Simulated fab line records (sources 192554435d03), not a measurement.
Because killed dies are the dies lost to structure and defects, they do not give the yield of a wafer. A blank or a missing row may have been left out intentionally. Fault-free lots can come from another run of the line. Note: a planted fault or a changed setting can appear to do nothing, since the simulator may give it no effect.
fab line records ; flow n5_finfet
record lots=7; wafers=21
route steps=1938 shown BEOL_M12@1608 BEOL_M13@1694 BEOL_M14@1753
start_h: start of the lot's first displayed wafer, in hours after the record's first day ; wait_h: hours since the lot's step before ; " as in the row above ; L1.1+2: a single row standing in for several wafers ; - no value, or no start was given ; * or withheld: withheld ; < > ~ a bound
route shown NAME@n: NAME is a module with steps in the file, n the number in the route of the first one ; usual: average and standard deviation across the fault-free wafers ; same: alike in all rows ; chamber/n: place in a boat ; sites: the reading at each site ; _std_site: standard deviation of those values ; _edge_site: inner sites' mean taken away from outer sites' mean ; radius_mm: how far each site lies from the wafer's centre ; mask NAME#n: copy n ; behind: the tool/chamber that last shaped the wafer ; hold: reason for holding the lot/hours on hold/outcome of the hold ; device: which transistor (n, p or np) failed to switch ; end of line: tests of these same wafers at the route's end ; for a step that has no rows: nothing shown but its recipe ; killed: dies that structure and defects cost at the first sort, which is not the same as the wafer's yield ; map: a wafer's dies, marking killed ones x, the rest . and places with no die _
set.NAME: the setting the step ran with; set.NAME@STEP: the setting that earlier step ran with ; model.NAME: the simulator's own value behind a step, which no gauge read
lots where settings were altered on purpose, with a table for each step and a row for each wafer
## steps
# step N5_BEOL_M12_EXPOSE_07
# recipe mask_id=V11; na=0.93; source_shape=conventional; sigma_outer=0.6; polarization=unpolarized; attpsm_phase_deg=180; dose_mj=32.5
lot.wafer;tool;chamber;start_h;wait_h;mask;set.dose_mj
L075.1+4;krf_scanner-01;0;238.82;-;V11#0;33.92
L075.2;krf_scanner-01;0;238.82;-;V11#0;32.5
L084.4+5+6;krf_scanner-02;0;283.42;-;V11#0;32.5
L085.1+3+4;krf_scanner-01;0;291.87;-;V11#0;32.5
L090.1+2+3;krf_scanner-01;0;327.43;-;V11#0;32.5
L091.1;krf_scanner-01;0;335.07;-;V11#0;31.12
L091.2+6;krf_scanner-01;0;335.07;-;V11#0;32.5
L089.1+4+5;krf_scanner-01;0;336.29;-;V11#0;32.5
L097.2+4;krf_scanner-02;0;383.13;-;V11#0;32.5
L097.3;krf_scanner-02;0;383.13;-;V11#0;33.42
# step N5_BEOL_M12_PEB_08
# recipe peb_temp_c=130; peb_time_s=90
# step N5_BEOL_M12_DEVELOP_09
# recipe develop_time_s=45; rinse_liquid=diw; dry=air_spin; dev_temp_c=21
# step N5_BEOL_M12_DESCUM_15
# recipe chemistry=O2; time_s=7.9; source_power_w=50; bias_power_w=20; pressure_mtorr=20; rf_frequency_hz=2.712e+07; temp_c=40; o2_flow_sccm=225
# step N5_BEOL_M12_ETCH_59
# recipe chemistry=N2/H2; target=BARC; target_depth_a=890; overetch_a=267; time_s=67.9; ion_energy_ev=200; pressure_mtorr=30; source_w=840; bias_w=150; n2_flow_sccm=200; h2_flow_sccm=200
# step N5_BEOL_M12_VIA_ETCH_16
# recipe chemistry=C4F8/O2/Ar; target=SiOC; pressure_mtorr=30; source_w=3000; bias_w=700; Ar_flow_sccm=400; C4F8_flow_sccm=15; O2_flow_sccm=8; he_inner_torr=15; he_outer_torr=30; target_depth_a=7248; time_s=withheld; ion_energy_ev=250; ends=cleared
lot.wafer;tool;chamber;start_h;wait_h;set.spin_rpm@BEOL_M12_COAT_04;model.coat_of_BEOL_M12_COAT_04.thk_nm
L075.1;rie_diel-04;0;239.16;0.0;1625;122.2
L075.2;rie_diel-04;1;239.16;0.0;1625;125.2
L075.4;rie_diel-04;3;239.16;0.0;1470;140.4
L084.4;rie_diel-04;3;283.75;0.0;1696;109.8
L084.5;rie_diel-04;3;283.75;0.0;1625;122.6
L084.6;rie_diel-04;2;283.75;0.0;1696;113.8
L085.1;rie_diel-03;2;292.23;0.0;1625;125.8
L085.3;rie_diel-03;3;292.23;0.0;1625;123.4
L085.4;rie_diel-03;1;292.23;0.0;1625;120
L090.1;rie_diel-03;2;327.78;0.0;1625;126.8
L090.2;rie_diel-03;3;327.78;0.0;1625;125.6
L090.3;rie_diel-03;0;327.78;0.0;1503;140.6
L091.1;rie_diel-06;0;335.42;0.0;1688;117.4
L091.2;rie_diel-06;1;335.42;0.0;1688;115
L091.6;rie_diel-06;0;335.42;0.0;1688;110.2
L089.1;rie_diel-04;3;336.64;0.0;1625;121
L089.4;rie_diel-04;2;336.64;0.0;1625;119.8
L089.5;rie_diel-04;0;336.64;0.0;1625;123
L097.2;rie_diel-06;3;383.80;0.0;1682;117.4
L097.3;rie_diel-06;1;383.80;0.0;1625;122
L097.4;rie_diel-06;1;383.80;0.0;1625;122.4
# step N5_BEOL_M12_STRIP_63
# recipe chemistry=N2/H2; power_w=1000; temp_c=250; h2_frac=0.65; overash_fraction=0.3; pressure_mtorr=1000; n2_flow_sccm=1750; h2_flow_sccm=3250
# usual strip_time_to_endpoint_s=42.5/0.74
lot.wafer;tool;chamber;start_h;wait_h;set.spin_rpm@BEOL_M12_COAT_04;strip_time_to_endpoint_s
L075.1;plasma_asher-01;0;239.36;-;1625;42.3
L075.2;plasma_asher-01;1;239.36;-;1625;43.1
L075.4;plasma_asher-01;1;239.36;-;1470;47.1
L084.4;plasma_asher-01;1;283.97;-;1696;38.9
L084.5;plasma_asher-01;1;283.97;-;1625;42.4
L084.6;plasma_asher-01;0;283.97;-;1696;40.0
L085.1;plasma_asher-01;1;292.43;-;1625;43.3
L085.3;plasma_asher-01;0;292.43;-;1625;42.6
L085.4;plasma_asher-01;1;292.43;-;1625;41.7
L090.1;plasma_asher-01;1;327.98;-;1625;43.5
L090.2;plasma_asher-01;0;327.98;-;1625;43.2
L090.3;plasma_asher-01;1;327.98;-;1503;47.2
L091.1;plasma_asher-02;1;335.62;-;1688;41.0
L091.2;plasma_asher-02;0;335.62;-;1688;40.3
L091.6;plasma_asher-02;0;335.62;-;1688;39.0
L089.1;plasma_asher-01;0;336.84;-;1625;41.9
L089.4;plasma_asher-01;1;336.84;-;1625;41.6
L089.5;plasma_asher-01;0;336.84;-;1625;42.5
L097.2;plasma_asher-02;0;384.00;-;1682;41.0
L097.3;plasma_asher-02;1;384.00;-;1625;42.2
L097.4;plasma_asher-02;0;384.00;-;1625;42.3
# step N5_BEOL_M13_ETCH_68
# recipe chemistry=N2/H2; target=SOC; mask_material=SiARC; source_w=3000; bias_w=350; temp_c=40; time_s=355; ion_energy_ev=200; pressure_mtorr=30; n2_flow_sccm=200; h2_flow_sccm=200
lot.wafer;tool;chamber;start_h;wait_h;set.time_s;model.SiARC_of_BEOL_M13_COAT_66.thk_nm
L075.1;rie_diel-05;0;244.63;0.1;314.4;80.6
L075.2;rie_diel-05;2;244.63;0.1;355;77.2
L075.4;rie_diel-05;3;244.63;0.1;355;77.6
L084.4;rie_diel-05;0;289.28;0.1;355;78
L084.5;rie_diel-05;1;289.28;0.1;355;78.4
L084.6;rie_diel-05;2;289.28;0.1;417.3;71.8
L085.1;rie_diel-05;0;302.85;0.1;378.4;74.6
L085.3;rie_diel-05;2;302.85;0.1;355;76.8
L085.4;rie_diel-05;3;302.85;0.1;355;77.2
L090.1;rie_diel-02;3;335.80;0.1;355;77.6
L090.2;rie_diel-02;2;335.80;0.1;355;76.6
L090.3;rie_diel-02;1;335.80;0.1;355;77
L091.1;rie_diel-02;3;340.71;0.1;286;84.8
L091.2;rie_diel-02;1;340.71;0.1;355;78.2
L091.6;rie_diel-02;0;340.71;0.1;286;84.4
L089.1;rie_diel-02;3;346.18;0.1;355;78
L089.4;rie_diel-02;2;346.18;0.1;355;77
L089.5;rie_diel-02;3;346.18;0.1;355;78.2
L097.2;rie_diel-02;0;394.21;0.1;377.7;75.2
L097.3;rie_diel-02;2;394.21;0.1;355;76.6
L097.4;rie_diel-02;1;394.21;0.1;377.7;74
# step N5_BEOL_M13_TRENCH_ETCH_34
# recipe chemistry=C4F8/O2/Ar; target=SiOC; target_depth_a=4134.7; mask_material=SOC; pressure_mtorr=30; source_w=3000; bias_w=700; Ar_flow_sccm=400; C4F8_flow_sccm=15; O2_flow_sccm=8; he_inner_torr=15; he_outer_torr=30; time_s=162.6; ion_energy_ev=250
lot.wafer;tool;chamber;start_h;wait_h;set.time_s;model.etch.depth_nm
L075.1;rie_diel-05;0;244.85;0.0;196.4;499.8
L075.2;rie_diel-05;2;244.85;0.0;162.6;415.8
L075.4;rie_diel-05;3;244.85;0.0;196.4;487.4
L084.4;rie_diel-05;0;289.46;0.1;162.6;418.3
L084.5;rie_diel-05;1;289.46;0.1;162.6;413.6
L084.6;rie_diel-05;2;289.46;0.1;162.6;418.1
L085.1;rie_diel-05;0;303.07;0.0;162.6;417
L085.3;rie_diel-05;2;303.07;0.0;162.6;413
L085.4;rie_diel-05;3;303.07;0.0;141.5;360.5
L090.1;rie_diel-02;3;336.02;0.0;162.6;407.8
L090.2;rie_diel-02;2;336.02;0.0;162.6;418.6
L090.3;rie_diel-02;1;336.02;0.0;162.6;411.9
L091.1;rie_diel-02;3;340.93;0.0;162.6;411.9
L091.2;rie_diel-02;1;340.93;0.0;162.6;420.6
L091.6;rie_diel-02;0;340.93;0.0;162.6;414
L089.1;rie_diel-02;3;346.40;0.0;162.6;410.7
L089.4;rie_diel-02;2;346.40;0.0;162.6;427.1
L089.5;rie_diel-02;3;346.40;0.0;162.6;408.3
L097.2;rie_diel-02;0;394.43;0.0;178.3;451.7
L097.3;rie_diel-02;2;394.43;0.0;162.6;420.9
L097.4;rie_diel-02;1;394.43;0.0;162.6;416.2
# step N5_BEOL_M13_STRIP_70
# recipe chemistry=C4F8/O2/Ar; resist=SiARC; rf_frequency_hz=6e+07
# step N5_BEOL_M13_OCD_MEAS_35
# usual trench_depth_nm=415/5.2
lot.wafer;tool;chamber;start_h;wait_h;set.time_s@BEOL_M13_TRENCH_ETCH_34;trench_depth_nm
L075.1;ocd-02;-;245.03;0.0;196.4;500
L075.2;ocd-02;-;245.03;0.0;162.6;416
L075.4;ocd-02;-;245.03;0.0;196.4;488
L084.4;ocd-02;-;289.58;0.0;162.6;418
L084.5;ocd-02;-;289.58;0.0;162.6;414
L084.6;ocd-02;-;289.58;0.0;162.6;418
L085.1;ocd-01;-;303.25;0.0;162.6;417
L085.3;ocd-01;-;303.25;0.0;162.6;412
L085.4;ocd-01;-;303.25;0.0;141.5;360
L090.1;ocd-02;-;336.19;0.0;162.6;407
L090.2;ocd-02;-;336.19;0.0;162.6;418
L090.3;ocd-02;-;336.19;0.0;162.6;412
L091.1;ocd-02;-;341.10;0.0;162.6;412
L091.2;ocd-02;-;341.10;0.0;162.6;421
L091.6;ocd-02;-;341.10;0.0;162.6;414
L089.1;ocd-01;-;346.58;0.0;162.6;411
L089.4;ocd-01;-;346.58;0.0;162.6;427
L089.5;ocd-01;-;346.58;0.0;162.6;408
L097.2;ocd-02;-;394.61;0.0;178.3;452
L097.3;ocd-02;-;394.61;0.0;162.6;421
L097.4;ocd-02;-;394.61;0.0;162.6;416
# step N5_BEOL_M13_STRIP_37
# recipe chemistry=N2/H2; power_w=1000; temp_c=250; h2_frac=0.65; overash_fraction=0.3; pressure_mtorr=withheld; n2_flow_sccm=1750; h2_flow_sccm=3250
# step N5_BEOL_M13_ETCH_38
# recipe chemistry=CF4/N2; target=SiCN; target_depth_a=675; taper_deg=2; time_s=71.9; ion_energy_ev=150; mask_material=SiO2; pressure_mtorr=40; source_w=430; bias_w=70; Ar_flow_sccm=100; cf4_flow_sccm=60; n2_flow_sccm=60
# step N5_BEOL_M13_ECD_47
# recipe material=Cu; target_thk_a=9360
# step N5_BEOL_M13_ANNEAL_48
# recipe temp_c=225; time_s=90; ambient=N2
# step N5_BEOL_M13_CMP_49
# recipe stop_on=SiOC; t_overpolish_s=17.1; down_force_psi=1; platen_rpm=50; clearing_platen_down_force_psi=1.5; clearing_platen_rpm=50; post_cmp_clean=cu_alkaline; target_thk_nm=420; clearing_platen_pad_velocity_m_s=0.99484; pad_velocity_m_s=0.99484
lot.wafer;tool;chamber;start_h;wait_h;set.time_s@BEOL_M13_TRENCH_ETCH_34;model.Cu_of_BEOL_M13_ECD_47.thk_nm
L075.4;cmp-04;3;246.52;0.2;196.4;493.6
L075.2;cmp-04;0;246.52;0.2;162.6;421.6
L075.1;cmp-04;1;246.52;0.2;196.4;507.4
L084.4;cmp-01;0;292.53;0.2;162.6;425.4
L084.6;cmp-01;2;292.53;0.2;162.6;424.2
L084.5;cmp-01;3;292.53;0.2;162.6;420.2
L085.1;cmp-02;2;306.65;0.3;162.6;423.4
L085.4;cmp-02;3;306.65;0.3;141.5;367.6
L085.3;cmp-02;0;306.65;0.3;162.6;420.4
L090.2;cmp-01;0;339.36;0.2;162.6;424.6
L090.1;cmp-01;1;339.36;0.2;162.6;414.6
L090.3;cmp-01;2;339.36;0.2;162.6;417.8
L091.2;cmp-04;1;343.00;0.2;162.6;426.8
L091.1;cmp-04;3;343.00;0.2;162.6;416.8
L091.6;cmp-04;2;343.00;0.2;162.6;420.4
L089.4;cmp-02;3;351.17;0.2;162.6;433.6
L089.1;cmp-02;1;351.17;0.2;162.6;417.8
L089.5;cmp-02;3;351.17;0.2;162.6;414.6
L097.3;cmp-01;2;403.25;0.2;162.6;429.6
L097.2;cmp-01;3;403.25;0.2;178.3;461
L097.4;cmp-01;0;403.25;0.2;162.6;423.2
# step N5_BEOL_M13_THK_MEAS_50
# recipe thk_meas_gauge=xrf; reads=Cu_of_BEOL_M13_ECD_47
# usual M13_THK=417/6.5
lot.wafer;tool;chamber;start_h;wait_h;set.time_s@BEOL_M13_TRENCH_ETCH_34;M13_THK[nm]
L075.1;film_metro-01;-;246.78;-;196.4;489
L075.2;film_metro-01;-;246.78;-;162.6;408
L075.4;film_metro-01;-;246.78;-;196.4;477
L084.4;film_metro-02;-;292.75;-;162.6;429
L084.5;film_metro-02;-;292.75;-;162.6;423
L084.6;film_metro-02;-;292.75;-;162.6;425
L085.1;film_metro-01;-;306.90;-;162.6;413
L085.3;film_metro-01;-;306.90;-;162.6;413
L085.4;film_metro-01;-;306.90;-;141.5;359
L090.1;film_metro-02;-;339.65;-;162.6;414
L090.2;film_metro-02;-;339.65;-;162.6;422
L090.3;film_metro-02;-;339.65;-;162.6;415
L091.1;film_metro-02;-;343.29;-;162.6;417
L091.2;film_metro-02;-;343.29;-;162.6;424
L091.6;film_metro-02;-;343.29;-;162.6;421
L089.1;film_metro-01;-;351.43;-;162.6;411
L089.4;film_metro-01;-;351.43;-;162.6;426
L089.5;film_metro-01;-;351.43;-;162.6;406
L097.2;film_metro-02;-;403.54;-;178.3;461
L097.3;film_metro-02;-;403.54;-;162.6;428
L097.4;film_metro-02;-;403.54;-;162.6;421
# step N5_BEOL_M13_PRE_CLEAN_52
# recipe gas=NH3; time_s=15; temp_c=withheld; rf_power_w=300
# step N5_BEOL_M13_DEP_53
# recipe material=SiCN; target_thk_a=500; temp_c=withheld; precursor=3MS/NH3; pressure_torr=3; rf_w=675; time_s=17.8
# step N5_BEOL_M13_RS_MEAS_54
# recipe thk_meas_gauge=four-point-probe; reads=Cu_of_BEOL_M13_ECD_47+Ta_of_BEOL_M13_SPUTTER_44+TaN_of_BEOL_M13_SPUTTER_43
# usual M13_RS=0.0447/0.00058
lot.wafer;tool;chamber;start_h;wait_h;set.time_s@BEOL_M13_TRENCH_ETCH_34;M13_RS[ohm/sq]
L075.1;film_metro-01;-;246.90;0.0;196.4;0.0370
L075.2;film_metro-01;-;246.90;0.0;162.6;0.0447
L075.4;film_metro-01;-;246.90;0.0;196.4;0.0380
L084.4;film_metro-02;-;292.88;0.0;162.6;0.0443
L084.5;film_metro-02;-;292.88;0.0;162.6;0.0448
L084.6;film_metro-02;-;292.88;0.0;162.6;0.0444
L085.1;film_metro-01;-;307.03;0.0;162.6;0.0445
L085.3;film_metro-01;-;307.03;0.0;162.6;0.0448
L085.4;film_metro-01;-;307.03;0.0;141.5;0.0516
L090.1;film_metro-01;-;339.78;0.0;162.6;0.0456
L090.2;film_metro-01;-;339.78;0.0;162.6;0.0444
L090.3;film_metro-01;-;339.78;0.0;162.6;0.0452
L091.1;film_metro-01;-;343.42;0.0;162.6;0.0453
L091.2;film_metro-01;-;343.42;0.0;162.6;0.0441
L091.6;film_metro-01;-;343.42;0.0;162.6;0.0449
L089.1;film_metro-01;-;351.56;0.0;162.6;0.0452
L089.4;film_metro-01;-;351.56;0.0;162.6;0.0435
L089.5;film_metro-01;-;351.56;0.0;162.6;0.0454
L097.2;film_metro-02;-;403.70;0.1;178.3;0.0407
L097.3;film_metro-02;-;403.70;0.1;162.6;0.0439
L097.4;film_metro-02;-;403.70;0.1;162.6;0.0446
# step N5_BEOL_M14_TRENCH_ETCH_34
# recipe chemistry=C4F8/O2/Ar; target=SiO2; target_depth_a=5566.5; mask_material=SOC; he_inner_torr=15; he_outer_torr=30; time_s=126.9; ion_energy_ev=800; pressure_mtorr=20; source_w=1905; bias_w=2040; Ar_flow_sccm=400; C4F8_flow_sccm=16; O2_flow_sccm=12
lot.wafer;tool;chamber;start_h;wait_h;set.time_s;model.etch.depth_nm
L075.1;rie_diel-06;3;249.28;0.0;126.9;545.3
L075.2;rie_diel-06;1;249.28;0.0;126.9;563.9
L075.4;rie_diel-06;0;249.28;0.0;111.7;480
L084.4;rie_diel-04;3;294.83;0.0;126.9;568.2
L084.5;rie_diel-04;1;294.83;0.0;126.9;565.4
L084.6;rie_diel-04;2;294.83;0.0;126.9;557.3
L085.1;rie_diel-03;0;309.11;0.0;146.2;631.1
L085.3;rie_diel-03;1;309.11;0.0;126.9;549.6
L085.4;rie_diel-03;3;309.11;0.0;146.2;641.4
L090.1;rie_diel-03;1;342.09;0.0;112.9;491.3
L090.2;rie_diel-03;2;342.09;0.0;126.9;545.4
L090.3;rie_diel-03;0;342.09;0.0;126.9;548.8
L091.1;rie_diel-06;3;345.93;0.0;126.9;577.7
L091.2;rie_diel-06;2;345.93;0.0;126.9;554.1
L091.6;rie_diel-06;3;345.93;0.0;126.9;575.3
L089.1;rie_diel-03;0;353.51;0.0;126.9;554
L089.4;rie_diel-03;1;353.51;0.0;126.9;553.4
L089.5;rie_diel-03;0;353.51;0.0;126.9;553.1
L097.2;rie_diel-06;2;405.86;0.0;118.9;522.9
L097.3;rie_diel-06;1;405.86;0.0;126.9;563.5
L097.4;rie_diel-06;3;405.86;0.0;118.9;539.6
# step N5_BEOL_M14_STRIP_70
# recipe chemistry=C4F8/O2/Ar; resist=SiARC; rf_frequency_hz=6e+07
# step N5_BEOL_M14_OCD_MEAS_35
# usual trench_depth_nm=557/8.6
lot.wafer;tool;chamber;start_h;wait_h;set.time_s@BEOL_M14_TRENCH_ETCH_34;trench_depth_nm
L075.1;ocd-01;-;249.43;0.0;126.9;545
L075.2;ocd-01;-;249.43;0.0;126.9;564
L075.4;ocd-01;-;249.43;0.0;111.7;480
L084.4;ocd-01;-;294.99;0.0;126.9;569
L084.5;ocd-01;-;294.99;0.0;126.9;565
L084.6;ocd-01;-;294.99;0.0;126.9;557
L085.1;ocd-01;-;309.27;0.0;146.2;631
L085.3;ocd-01;-;309.27;0.0;126.9;550
L085.4;ocd-01;-;309.27;0.0;146.2;642
L090.1;ocd-02;-;342.24;0.0;112.9;491
L090.2;ocd-02;-;342.24;0.0;126.9;546
L090.3;ocd-02;-;342.24;0.0;126.9;549
L091.1;ocd-02;-;346.09;0.0;126.9;577
L091.2;ocd-02;-;346.09;0.0;126.9;554
L091.6;ocd-02;-;346.09;0.0;126.9;575
L089.1;ocd-01;-;353.67;0.0;126.9;553
L089.4;ocd-01;-;353.67;0.0;126.9;554
L089.5;ocd-01;-;353.67;0.0;126.9;553
L097.2;ocd-01;-;406.01;0.0;118.9;522
L097.3;ocd-01;-;406.01;0.0;126.9;563
L097.4;ocd-01;-;406.01;0.0;118.9;540
# step N5_BEOL_M14_STRIP_37
# recipe chemistry=O2; power_w=600; temp_c=60; pressure_mtorr=30; rf_frequency_hz=6e+07; bias_power_w=0; overash_fraction=0.3; o2_flow_sccm=225
# step N5_BEOL_M14_ETCH_38
# recipe chemistry=CF4/N2; target=SiCN; target_depth_a=1065; taper_deg=2; time_s=120.6; ion_energy_ev=150; mask_material=SiO2; pressure_mtorr=40; source_w=430; bias_w=70; Ar_flow_sccm=100; cf4_flow_sccm=60; n2_flow_sccm=60
# step N5_BEOL_M14_ECD_47
# recipe material=Cu; target_thk_a=12480
# step N5_BEOL_M14_ANNEAL_48
# recipe temp_c=225; time_s=90; ambient=N2
# step N5_BEOL_M14_CMP_49
# recipe stop_on=SiO2; t_overpolish_s=5.2; down_force_psi=2; platen_rpm=80; clearing_platen_down_force_psi=2; clearing_platen_rpm=80; post_cmp_clean=cu_alkaline; target_thk_nm=560; clearing_platen_pad_velocity_m_s=1.5917; pad_velocity_m_s=1.5917
lot.wafer;tool;chamber;start_h;wait_h;set.time_s@BEOL_M14_TRENCH_ETCH_34;model.Cu_of_BEOL_M14_ECD_47.thk_nm
L075.1;cmp-01;3;252.57;0.5;126.9;549.2
L075.4;cmp-01;0;252.57;0.5;111.7;483.2
L075.2;cmp-01;1;252.57;0.5;126.9;567.8
L084.4;cmp-01;1;298.09;0.2;126.9;570.8
L084.5;cmp-01;3;298.09;0.2;126.9;570
L084.6;cmp-01;0;298.09;0.2;126.9;560.2
L085.3;cmp-03;1;311.66;0.2;126.9;554
L085.1;cmp-03;2;311.66;0.2;146.2;633.4
L085.4;cmp-03;3;311.66;0.2;146.2;644.4
L090.2;cmp-01;3;346.67;0.2;126.9;549.8
L090.3;cmp-01;1;346.67;0.2;126.9;553.6
L090.1;cmp-01;2;346.67;0.2;112.9;495
L091.1;cmp-04;2;347.50;0.3;126.9;581.8
L091.2;cmp-04;3;347.50;0.3;126.9;557.6
L091.6;cmp-04;1;347.50;0.3;126.9;578.4
L089.4;cmp-04;1;357.98;0.1;126.9;555.6
L089.1;cmp-04;2;357.98;0.1;126.9;557.4
L089.5;cmp-04;2;357.98;0.1;126.9;556.8
L097.2;cmp-01;1;409.37;0.3;118.9;526.2
L097.4;cmp-01;2;409.37;0.3;118.9;544
L097.3;cmp-01;3;409.37;0.3;126.9;567.4
# step N5_BEOL_M14_THK_MEAS_50
# recipe thk_meas_gauge=xrf; reads=Cu_of_BEOL_M14_ECD_47
# usual M14_THK=552/11
lot.wafer;tool;chamber;start_h;wait_h;set.time_s@BEOL_M14_TRENCH_ETCH_34;M14_THK[nm]
L075.1;film_metro-02;-;252.83;-;126.9;546
L075.2;film_metro-02;-;252.83;-;126.9;565
L075.4;film_metro-02;-;252.83;-;111.7;481
L084.4;film_metro-02;-;298.31;-;126.9;571
L084.5;film_metro-02;-;298.31;-;126.9;568
L084.6;film_metro-02;-;298.31;-;126.9;559
L085.1;film_metro-01;-;311.92;-;146.2;625
L085.3;film_metro-01;-;311.92;-;126.9;544
L085.4;film_metro-01;-;311.92;-;146.2;633
L090.1;film_metro-01;-;346.96;-;112.9;484
L090.2;film_metro-01;-;346.96;-;126.9;534
L090.3;film_metro-01;-;346.96;-;126.9;538
L091.1;film_metro-01;-;347.75;-;126.9;569
L091.2;film_metro-01;-;347.75;-;126.9;546
L091.6;film_metro-01;-;347.75;-;126.9;566
L089.1;film_metro-02;-;358.27;-;126.9;553
L089.4;film_metro-02;-;358.27;-;126.9;549
L089.5;film_metro-02;-;358.27;-;126.9;554
L097.2;film_metro-01;-;409.63;-;118.9;516
L097.3;film_metro-01;-;409.63;-;126.9;556
L097.4;film_metro-01;-;409.63;-;118.9;532
# step N5_BEOL_M14_PRE_CLEAN_52
# recipe gas=NH3; time_s=15; temp_c=withheld; rf_power_w=300
# step N5_BEOL_M14_DEP_53
# recipe material=SiCN; target_thk_a=500; temp_c=withheld; precursor=3MS/NH3; pressure_torr=3; rf_w=675; time_s=17.8
# step N5_BEOL_M14_RS_MEAS_54
# recipe thk_meas_gauge=four-point-probe; reads=Cu_of_BEOL_M14_ECD_47+Ta_of_BEOL_M14_SPUTTER_44+TaN_of_BEOL_M14_SPUTTER_43
# usual M14_RS=0.0331/0.00053
lot.wafer;tool;chamber;start_h;wait_h;set.time_s@BEOL_M14_TRENCH_ETCH_34;M14_RS[ohm/sq]
L075.1;film_metro-02;-;252.96;0.0;126.9;0.0339
L075.2;film_metro-02;-;252.96;0.0;126.9;0.0327
L075.4;film_metro-02;-;252.96;0.0;111.7;0.0386
L084.4;film_metro-02;-;298.44;0.0;126.9;0.0325
L084.5;film_metro-02;-;298.44;0.0;126.9;0.0326
L084.6;film_metro-02;-;298.44;0.0;126.9;0.0331
L085.1;film_metro-01;-;312.05;0.0;146.2;0.0293
L085.3;film_metro-01;-;312.05;0.0;126.9;0.0335
L085.4;film_metro-01;-;312.05;0.0;146.2;0.0288
L090.1;film_metro-01;-;347.21;0.1;112.9;0.0376
L090.2;film_metro-01;-;347.21;0.1;126.9;0.0338
L090.3;film_metro-01;-;347.21;0.1;126.9;0.0336
L091.1;film_metro-01;-;348.00;0.1;126.9;0.0319
L091.2;film_metro-01;-;348.00;0.1;126.9;0.0333
L091.6;film_metro-01;-;348.00;0.1;126.9;0.0321
L089.1;film_metro-02;-;358.43;0.1;126.9;0.0333
L089.4;film_metro-02;-;358.43;0.1;126.9;0.0335
L089.5;film_metro-02;-;358.43;0.1;126.9;0.0334
L097.2;film_metro-01;-;409.76;0.1;118.9;0.0354
L097.3;film_metro-01;-;409.76;0.1;126.9;0.0328
L097.4;film_metro-01;-;409.76;0.1;118.9;0.0342
## key
split step=N5_BEOL_M12_EXPOSE_07; setting=dose_mj; stated=32.5; by=wafer
response none clear
split step=N5_BEOL_M13_ETCH_68; setting=time_s; stated=355; by=wafer
response step=N5_BEOL_M13_ETCH_68; reading=model.SiARC_of_BEOL_M13_COAT_66.thk_nm; change=-0.335; per=1%; r=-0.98
split step=N5_BEOL_M13_TRENCH_ETCH_34; setting=time_s; stated=162.6; by=wafer
response step=N5_BEOL_M13_TRENCH_ETCH_34; reading=model.etch.depth_nm; change=+3.81; per=1%; r=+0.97
response step=N5_BEOL_M13_OCD_MEAS_35; reading=trench_depth_nm; change=+3.83; per=1%; r=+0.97
response step=N5_BEOL_M13_CMP_49; reading=model.Cu_of_BEOL_M13_ECD_47.thk_nm; change=+3.86; per=1%; r=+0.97
response step=N5_BEOL_M13_THK_MEAS_50; reading=M13_THK; change=+3.77; per=1%; r=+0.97
response step=N5_BEOL_M13_RS_MEAS_54; reading=M13_RS; change=-0.000395; per=1%; r=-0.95
split step=N5_BEOL_M14_TRENCH_ETCH_34; setting=time_s; stated=126.9; by=wafer
response step=N5_BEOL_M14_TRENCH_ETCH_34; reading=model.etch.depth_nm; change=+5.65; per=1%; r=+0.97
response step=N5_BEOL_M14_OCD_MEAS_35; reading=trench_depth_nm; change=+5.65; per=1%; r=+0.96
response step=N5_BEOL_M14_CMP_49; reading=model.Cu_of_BEOL_M14_ECD_47.thk_nm; change=+5.64; per=1%; r=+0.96
response step=N5_BEOL_M14_THK_MEAS_50; reading=M14_THK; change=+5.53; per=1%; r=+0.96
response step=N5_BEOL_M14_RS_MEAS_54; reading=M14_RS; change=-0.000351; per=1%; r=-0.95
split outside_this_file step=N5_BEOL_M12_COAT_04 setting=spin_rpm
# split outside_this_file: this setting was split too, and the file shows its column; the key of that split is in another file
